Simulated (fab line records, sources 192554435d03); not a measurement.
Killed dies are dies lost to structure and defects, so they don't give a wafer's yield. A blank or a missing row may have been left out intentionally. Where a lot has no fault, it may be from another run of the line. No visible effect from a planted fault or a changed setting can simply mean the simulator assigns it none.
A struck lot beside a sound one + flow n5 finfet + 19 steps out of a route of 1938
Sound: the wafers L961.2, L961.4, L961.5. Struck: wafer L979.2. (L979.3, L979.5 of the same lot were not struck and are left out.) The cause comes at the end.
Each step with rows lists, per side, the tool, then ch with its chambers, then its first start. Under that, the readings that differ: sound wafers + struck wafers + difference of the means + sigmas: that difference in standard deviations of wafers without a fault.
alike: same words and numbers on both sides, and readings whose means sit less than 2 such deviations apart. not compared: any withheld reading, any reading some wafer has no value for, any bound like >300 that may hide the same value, and any number with overlapping values for which the record gives no deviation.
The two part at a step that has a row with sigmas, a row that says differs or no value, or rows on one side only. Numbers that don't overlap but have no deviation are shown without sigmas and don't part them. Lack of a reading on every wafer of one side parts them only where that side has two or more wafers.

N5_MIM_BOT_ETCH_ETCH_03: etches the open film in Cl2/BCl3, target depth 12 nm.
  sound on rie metal-03 ch 0, day 11 15:11; struck on rie metal-02 ch 1, day 15 22:41
| reading               | sound          | struck | difference | sigmas |
|-----------------------|----------------|--------|------------|--------|
| oes product au (a.u.) | 0.99 0.99 0.99 | 0.69   | -0.30      | -3     |
  alike: chamber pressure mTorr, drypump motor current A, throttle valve pct
  not compared: rf hours counter h
N5_MIM_BOT_ETCH_ETCH_00: etches TiN in Cl2/BCl3, target depth 45.5 nm.
  sound on rie metal-03 ch 0, day 11 15:17; struck on rie metal-02 ch 1, day 15 22:48
| reading               | sound          | struck | difference | sigmas |
|-----------------------|----------------|--------|------------|--------|
| oes product au (a.u.) | 0.98 0.98 0.97 | 0.69   | -0.29      | -3     |
  alike: chamber pressure mTorr, drypump motor current A, throttle valve pct
  not compared: rf hours counter h
N5_MIM_BOT_ETCH_STRIP_01: strips in O2.
  sound on rie diel-02 ch 1,2,3, day 11 15:26; struck on rie diel-02 ch 0, day 15 23:07
  alike: chamber pressure mTorr, drypump motor current A, oes product au, rf vpp V, showerhead plenum p Torr, throttle valve pct
  not compared: rf hours counter h
then, 3 steps without rows for these wafers: N5_MIM_BOT_ETCH_STRIP_02 (strips in post etch residue remover, time 1200 s); N5_MIM_BOT_ETCH_CLEAN_05 (cleans in IPA, time 180 s); N5_MIM_BOT_ETCH_SRD_06 (time 30 s).
N5_PASSIVATION_PECVD_55: deposits SiO2 from SiH4/N2O, target thk 400 nm, time 22.5 s.
  sound on pecvd-01 ch 1,2, day 11 15:56; struck on pecvd-04 ch 0, day 15 23:37
  alike: heater power w, showerhead plenum p Torr, throttle valve pct
N5_PASSIVATION_PECVD_01: deposits SiNx from SiH4/NH3/N2, target thk 200 nm, time 43.2 s.
  sound on pecvd-01 ch 1,2, day 11 15:58; struck on pecvd-04 ch 0, day 15 23:39
  alike: heater power w, showerhead plenum p Torr, throttle valve pct
then, 4 steps without rows for these wafers: N5_PASSIVATION_HMDS_03 (time 60 s); N5_PASSIVATION_COAT_04; N5_PASSIVATION_EBR_06; N5_PASSIVATION_SOFTBAKE_05 (time 90 s).
N5_PASSIVATION_EXPOSE_07: exposes mask TV, defocus 0 nm, target cd 3000 nm.
  sound on krf scanner-02 ch 0, day 11 16:22; struck on krf scanner-02 ch 0, day 16 01:50
  alike: mask, exposure dose mJ cm2
then, 3 steps without rows for these wafers: N5_PASSIVATION_PEB_08; N5_PASSIVATION_DEVELOP_09 (develop time 60 s); N5_PASSIVATION_HARDBAKE_11 (time 120 s).
N5_PASSIVATION_CD_MEAS_10 targets a cd of 3000 nm.
  sound on cd sem-03 ch 0, day 11 16:32; struck on cd sem-02 ch 0, day 16 02:01
| reading    | sound                | struck | difference | sigmas |
|------------|----------------------|--------|------------|--------|
| cd nm (nm) | 3001.3 3001.4 2999.7 | 3006.7 | +5.9       | +3     |
N5_PASSIVATION_OVL_MEAS_60:
  sound on overlay-02 ch 0, day 11 16:34; struck on overlay-01 ch 0, day 16 02:03
  alike: TV_OVL
N5_PASSIVATION_PROBE_49:
  sound wafers here have rows in the record (prober-01, day 11 23:04); struck ones have none

## WHERE THEY PART
First at N5_MIM_BOT_ETCH_ETCH_03; last, within this record, at N5_PASSIVATION_PROBE_49.

WHY: what the simulator had put in
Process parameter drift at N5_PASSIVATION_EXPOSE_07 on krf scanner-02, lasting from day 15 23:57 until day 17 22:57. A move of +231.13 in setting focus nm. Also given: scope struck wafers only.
